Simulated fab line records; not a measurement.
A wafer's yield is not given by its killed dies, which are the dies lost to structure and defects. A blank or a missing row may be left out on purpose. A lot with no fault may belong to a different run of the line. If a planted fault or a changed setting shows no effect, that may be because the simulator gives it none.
Comparing a struck lot with a sound one :: flow nandHarc :: 15 steps out of a route of 1302
Sound: wafers L628.1, L628.4, L628.5. The struck wafers were L633.2, L633.3, L633.6. The cause is given at the end.
For every step that has rows: the tool of each side, followed by ch and its chambers, followed by its first start. Under that, the readings that differ: sound wafers :: struck wafers :: difference of the means :: sigmas: that difference in standard deviations of wafers without a fault.
alike: same words and numbers on both sides, and readings whose means sit less than 2 such deviations apart. not compared: any withheld reading, any reading some wafer has no value for, any bound like >300 that may hide the same value, and any number with overlapping values for which the record gives no deviation.
A row with sigmas, a row that says differs or no value, or rows on one side alone: a step with any of these is where the two part. Numbers that have no deviation but don't overlap get no sigmas and don't part them. Lack of a reading on every wafer of one side parts them only where that side has two or more wafers.

NHARC_A_STAIRCASE_STRIP_274: strips in O2.
  sound on rieDiel-04 ch 0,1; struck on rieDiel-10 ch 2,3
  alike: drypumpMotorCurrentA, oesProductAu, rfVppV, showerheadPlenumPTorr, throttleValvePct
  not compared: rfHoursCounterH
then, 3 steps without rows for these wafers: NHARC_A_STAIRCASE_STRIP_275 (strips in SPM, time 900 s); NHARC_A_STAIRCASE_PRECLEAN_276 (cleans in SC1); NHARC_A_STAIRCASE_SRD_277.
NHARC_A_STAIRCASE_HM_DEP_459: deposits aC, target thk 1500 nm.
  sound on aclDep-02 ch 0, day 17 06:26; struck on aclDep-01 ch 0, day 19 14:52
  alike: throttleValvePct
NHARC_A_STAIRCASE_DEP_280: deposits SiON, target thk 30 nm.
  sound on pecvd-04 ch 1,2, day 17 08:22; struck on pecvd-01 ch 0,1, day 19 16:25
  alike: heaterPowerW
then, 5 steps without rows for these wafers: NHARC_A_STAIRCASE_DEHYDRATE_281 (time 120 s); NHARC_A_STAIRCASE_HMDS_282 (time 30 s); NHARC_A_STAIRCASE_COAT_283; NHARC_A_STAIRCASE_SOFTBAKE_284 (time 170 s); NHARC_A_STAIRCASE_EBR_285.
NHARC_A_STAIRCASE_EXPOSE_286: exposes mask CHOP 100.
  sound on krfScanner-02 ch 0, day 17 08:49; struck on krfScanner-03 ch 0, day 19 16:55
reading: exposureDoseMJCm2
sound: 25.002 25.003 24.998
struck: 18.949 18.934 18.935
difference: -6.062
sigmas: -99 or more
  alike: mask
then, 2 steps without rows for these wafers: NHARC_A_STAIRCASE_PEB_287 (peb time 130 s); NHARC_A_STAIRCASE_DEVELOP_288 (time 140 s).
-- the record jumps here: 11 days lie between the struck wafers' starts before and after (it left off in module A_STAIRCASE and takes up again in module END, whose first step shown is number 1302 of the route) --
NHARC_END_SORT_01:
  only the struck wafers appear in the record here, on prober-01 ch 0 at day 31 02:50; the sound ones have no rows

## WHERE THEY PART
At NHARC_A_STAIRCASE_EXPOSE_286 first; at NHARC_END_SORT_01 last (within this record only).

WHY: what the simulator had put in
Process parameters drifting: krfScanner-03 at NHARC_A_STAIRCASE_EXPOSE_286, beginning at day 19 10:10. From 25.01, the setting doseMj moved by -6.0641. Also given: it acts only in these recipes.
